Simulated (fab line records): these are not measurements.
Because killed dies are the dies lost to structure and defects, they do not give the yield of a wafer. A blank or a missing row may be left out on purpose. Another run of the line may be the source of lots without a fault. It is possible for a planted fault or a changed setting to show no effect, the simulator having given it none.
Split-lot trial | flow n5-finfet | 21 wafers read from 7 lots, route of 1938 steps

ABOUT THE SPLIT
At N5_BEOL_M3_COAT_76 (time 60 s, resist thk 5 nm), the setting spin-rpm was moved away from the recipe's 1500 rpm on 3 of the 21 wafers read, by +4.8% to +6.2%. For the rest of the wafers, this setting stayed at what the recipe calls for.

FROM THE SPLIT TO THE READING: what the file shows between them, 3 steps
- N5_BEOL_M3_COAT_22: resist thk 30 nm
- N5_BEOL_M3_EBR_24
- N5_BEOL_M3_DESCUM_33: chemistry O2, time 7 s

THE READING
etch.depth-nm (the simulator's own value, which no gauge read), in nm, at N5_BEOL_M3_ETCH_77 (etches underlayer in N2/H2, target depth 6.5 nm, time 5.2 s). The file does not state a usual value for it. Here, 18 wafers ran the recipe; their average is 5.000 nm with a standard deviation of 0.023 nm.

wafer  | tool, chamber at the split | spin-rpm as run, rpm | against the recipe | etch.depth-nm, nm | against lot-mates on the recipe
L079.1 | litho-track-05, 0          | 1500                 | recipe             | 4.98              | -
L079.4 | litho-track-05, 0          | 1500                 | recipe             | 4.991             | -
L079.6 | litho-track-05, 0          | 1500                 | recipe             | 4.989             | -
L080.1 | litho-track-04, 0          | 1500                 | recipe             | 5.048             | -
L080.5 | litho-track-04, 0          | 1500                 | recipe             | 5.032             | -
L080.6 | litho-track-04, 0          | 1500                 | recipe             | 5.046             | -
L082.1 | litho-track-05, 0          | 1572                 | +4.8%              | 4.875             | -0.138
L082.2 | litho-track-05, 0          | 1572                 | +4.8%              | 4.892             | -0.121
L082.6 | litho-track-05, 0          | 1500                 | recipe             | 5.013             | -
L084.2 | litho-track-05, 0          | 1593                 | +6.2%              | 4.842             | -0.150
L084.3 | litho-track-05, 0          | 1500                 | recipe             | 4.991             | -
L084.4 | litho-track-05, 0          | 1500                 | recipe             | 4.993             | -
L087.1 | litho-track-04, 0          | 1500                 | recipe             | 5.01              | -
L087.4 | litho-track-04, 0          | 1500                 | recipe             | 5.017             | -
L087.6 | litho-track-04, 0          | 1500                 | recipe             | 5.016             | -
L089.3 | litho-track-05, 0          | 1500                 | recipe             | 4.982             | -
L089.4 | litho-track-05, 0          | 1500                 | recipe             | 4.98              | -
L089.5 | litho-track-05, 0          | 1500                 | recipe             | 4.968             | -
L095.1 | litho-track-01, 0          | 1500                 | recipe             | 4.985             | -
L095.3 | litho-track-01, 0          | 1500                 | recipe             | 4.98              | -
L095.6 | litho-track-01, 0          | 1500                 | recipe             | 4.979             | -

THE FIT
A straight line over all 21 wafers: etch.depth-nm changes by -0.0248 nm for each +1% of spin-rpm; r = -0.90; the points scatter about the line by 0.023 nm.
The same after taking each lot's own level away (the mean of its wafers on the recipe; 21 wafers): -0.0257 nm for each +1%; r = -0.99; scatter 0.006 nm.
On that fit, the largest move of spin-rpm shifts the reading by 0.16 nm.
The span of the lots' own levels, 4.9767 to 5.0420 nm, comes to 2.8 times the standard deviation stated above.
The two slopes are in agreement: the lot-to-lot level therefore moves the slope only a little.
Check: -0.167 nm against its lot-mates is what the line predicts for one of the wafers moved furthest among these (+6.2%) when that wafer is left out of the fit. It came out at -0.15 nm against them.

OTHER SPLITS APPLIED TO THESE WAFERS
These wafers also went through other splits before the reading. Each is held against what the fit with the lots' levels taken away leaves over:
other split on the same wafers | wafers away from the commonest value | r with etch.depth-nm (lot level and that fit taken away)
N5_BEOL_M1_COAT_68 spin-rpm    | 3                                    | +0.07
N5_BEOL_M3_COAT_67 spin-rpm    | 7                                    | -0.37

FILE'S OWN FIT
etch.depth-nm changes by -0.0252 nm for each +1% of spin-rpm, r = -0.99.
